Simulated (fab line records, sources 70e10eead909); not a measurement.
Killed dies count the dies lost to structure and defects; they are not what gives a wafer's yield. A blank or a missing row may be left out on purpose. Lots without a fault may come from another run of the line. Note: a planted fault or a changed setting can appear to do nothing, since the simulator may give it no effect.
Which of the tools did it? ; flow nand-harc ; Sampling: 14 lots, 42 wafers, 4 of 1159 route steps

## WHAT THE GAUGES READ, wafer by wafer
NHARC_P_ZERO_WELL_CD_MEAS_11: the cd target is 500 nm.
lot;measured;on;cd-nm (nm)
L624;day 1 13:19;cd-sem-03;502.1 500.1 499.3
L625;day 1 19:15;cd-sem-01;498.5 501.1 501.9
L629;day 2 19:17;cd-sem-01;499.9 498.0 498.0
L630;day 3 01:14;cd-sem-03;501.0 502.4 501.3
L631;day 3 07:16;cd-sem-03;501.1 499.0 499.7
L634;day 4 01:16;cd-sem-03;499.8 499.9 498.8
L635;day 4 07:16;cd-sem-03;499.2 501.9 500.2
L636;day 4 13:07;cd-sem-02;499.8 501.2 500.1
L638;day 5 01:15;cd-sem-01;501.2 499.6 499.1
L639;day 5 07:07;cd-sem-03;503.5 503.1 500.0
L644;day 6 13:22;cd-sem-02;500.3 502.1 500.8
L645;day 6 19:15;cd-sem-03;501.1 499.0 500.4
L646;day 7 01:14;cd-sem-03;499.6 499.6 501.0
L647;day 7 07:16;cd-sem-02;500.0 500.4 499.7

NHARC_P_GATE_OVL_MEAS_27.
lot;measured;on;overlay-x-nm (nm);overlay-y-nm (nm)
L624;day 4 19:42;overlay-01;0.0 0.1 -0.4;-1.0 -1.0 -1.3
L625;day 4 19:37;overlay-01;0.9 0.2 -0.3;0.1 0.6 -0.2
L629;day 6 00:24;overlay-01;0.2 0.3 0.7;0.4 -0.1 -0.1
L630;day 6 10:04;overlay-02;0.9 0.4 0.9;-0.1 -0.4 -0.2
L631;day 6 09:53;overlay-02;-0.7 -0.1 -0.3;0.4 0.7 1.1
L634;day 7 04:33;overlay-02;0.4 0.8 0.7;-0.3 -0.5 0.0
L635;day 7 21:50;overlay-02;0.6 0.4 0.3;1.2 1.0 0.7
L636;day 7 21:19;overlay-02;0.7 1.2 1.2;-0.3 -1.0 -0.6
L644;day 9 16:20;overlay-01;0.1 -0.5 0.1;-0.4 0.1 -0.8
L645;day 9 21:11;overlay-01;-1.8 -1.5 -1.2;0.7 1.0 0.6
L646;day 10 07:27;overlay-02;-0.4 -0.3 -0.5;0.2 -0.2 0.0
L647;day 10 11:41;overlay-01;-1.1 -0.8 -0.3;-1.1 -1.3 -1.3

## WHAT TOOL EACH LOT RAN ON (gives the tool, then ch and the chambers of the sampled wafers, and finally the start)
lot;NHARC_P_ZERO_WELL_RTA_42;NHARC_P_STI_EXPOSE_06
L624;rtp-anneal-02 ch 0, day 1 19:25;krf-scanner-03 ch 0, day 2 10:55
L625;rtp-anneal-01 ch 0, day 2 01:10;krf-scanner-01 ch 0, day 2 18:44
L629;rtp-anneal-02 ch 0, day 3 00:50;krf-scanner-03 ch 0, day 3 18:07
L630;rtp-anneal-02 ch 0, day 3 07:01;krf-scanner-01 ch 0, day 3 23:11
L631;rtp-anneal-01 ch 0, day 3 13:09;krf-scanner-02 ch 0, day 4 06:52
L634;rtp-anneal-01 ch 0, day 4 06:40;krf-scanner-02 ch 0, day 4 19:10
L635;rtp-anneal-02 ch 0, day 4 13:00;krf-scanner-01 ch 0, day 5 04:28
L636;rtp-anneal-02 ch 0, day 4 18:34;krf-scanner-02 ch 0, day 5 12:05
L638;rtp-anneal-02 ch 0, day 5 07:12;krf-scanner-03, day 5 19:17
L639;rtp-anneal-01 ch 0, day 5 16:39;krf-scanner-02, day 6 13:01
L644;rtp-anneal-02 ch 0, day 6 19:04;krf-scanner-02 ch 0, day 7 10:51
L645;rtp-anneal-01 ch 0, day 7 01:01;krf-scanner-03 ch 0, day 7 16:37
L646;rtp-anneal-01 ch 0, day 7 07:08;krf-scanner-02 ch 0, day 7 22:58
L647;rtp-anneal-02 ch 0, day 7 14:52;krf-scanner-01 ch 0, day 8 08:01
- NHARC_P_ZERO_WELL_RTA_42: time 300 s.
- NHARC_P_STI_EXPOSE_06: exposes mask P STI, target cd 200 nm.

## WHAT THE TOOLS THEMSELVES READ (means of the sampled wafers that have a number; where no wafer has one, the mark that the record gives instead)
NHARC_P_ZERO_WELL_RTA_42.
lot;tool;lamp-power-pct (%);wafer_temp_C_max
L624;rtp-anneal-02;42.2;1107.3
L625;rtp-anneal-01;41.2;1105.2
L629;rtp-anneal-02;42.2;1107.1
L630;rtp-anneal-02;42.2;1108.6
L631;rtp-anneal-01;41.2;1104.8
L634;rtp-anneal-01;41.2;1105.9
L635;rtp-anneal-02;42.3;1107.1
L636;rtp-anneal-02;42.3;1108.7
L638;rtp-anneal-02;42.2;1107.0
L639;rtp-anneal-01;41.2;1105.4
L644;rtp-anneal-02;42.2;1107.6
L645;rtp-anneal-01;41.1;1104.9
L646;rtp-anneal-01;41.2;1106.5
L647;rtp-anneal-02;42.2;1109.0

NHARC_P_STI_EXPOSE_06.
lot;tool;exposure-dose-mJ-cm2;focus-offset-nm (nm);reticle-temp-C (C)
L624;krf-scanner-03;37.63;-0.1;22.93
L625;krf-scanner-01;37.76;0.3;23.12
L629;krf-scanner-03;37.68;0.1;22.89
L630;krf-scanner-01;37.80;-0.6;22.91
L631;krf-scanner-02;37.68;0.1;23.12
L634;krf-scanner-02;37.59;0.5;22.94
L635;krf-scanner-01;37.80;-0.2;22.90
L636;krf-scanner-02;37.66;0.7;22.97
L638;krf-scanner-03;-;-;-
L639;krf-scanner-02;-;-;-
L644;krf-scanner-02;37.64;-0.3;23.05
L645;krf-scanner-03;37.66;-0.2;22.92
L646;krf-scanner-02;37.60;-0.2;23.04
L647;krf-scanner-01;37.75;-0.1;23.07

## THE ANSWER, worked out from the rows above alone
Rule: what is usual is taken from the lots themselves. Put in order of their means at a reading, lots are off if they are a third of the lots or fewer, leave a main group of 4 or more, and stand apart from it by a gap of 3 or more times the standard deviation of the main group's means; of several such gaps the widest counts. A main group whose means are all the same, to the digits that the tables above print for the reading, isn't used. A lot without any number at a reading at which 4 lots or more have one is off too. All remaining lots with rows at the step are treated as sound. The gauges are gone through in route order, then the tools' own readings, and for those a lot's mean is taken as printed above. The first step at which some lot is off is used, and at that step the reading that is off furthest; a lot without a number counts as furthest.
Off: L638, L639, at NHARC_P_STI_EXPOSE_06 (exposure-dose-mJ-cm2). Without a number there: L638, L639. Mean 37.69 and standard deviation 0.07 in the main group.
If a tool, at that step or one of the process steps before it, ran each lot that is off and ran no sound lot following the first of them, it fits. Of those tried, none fits.

## WHAT WAS PUT IN BY THE SIMULATOR
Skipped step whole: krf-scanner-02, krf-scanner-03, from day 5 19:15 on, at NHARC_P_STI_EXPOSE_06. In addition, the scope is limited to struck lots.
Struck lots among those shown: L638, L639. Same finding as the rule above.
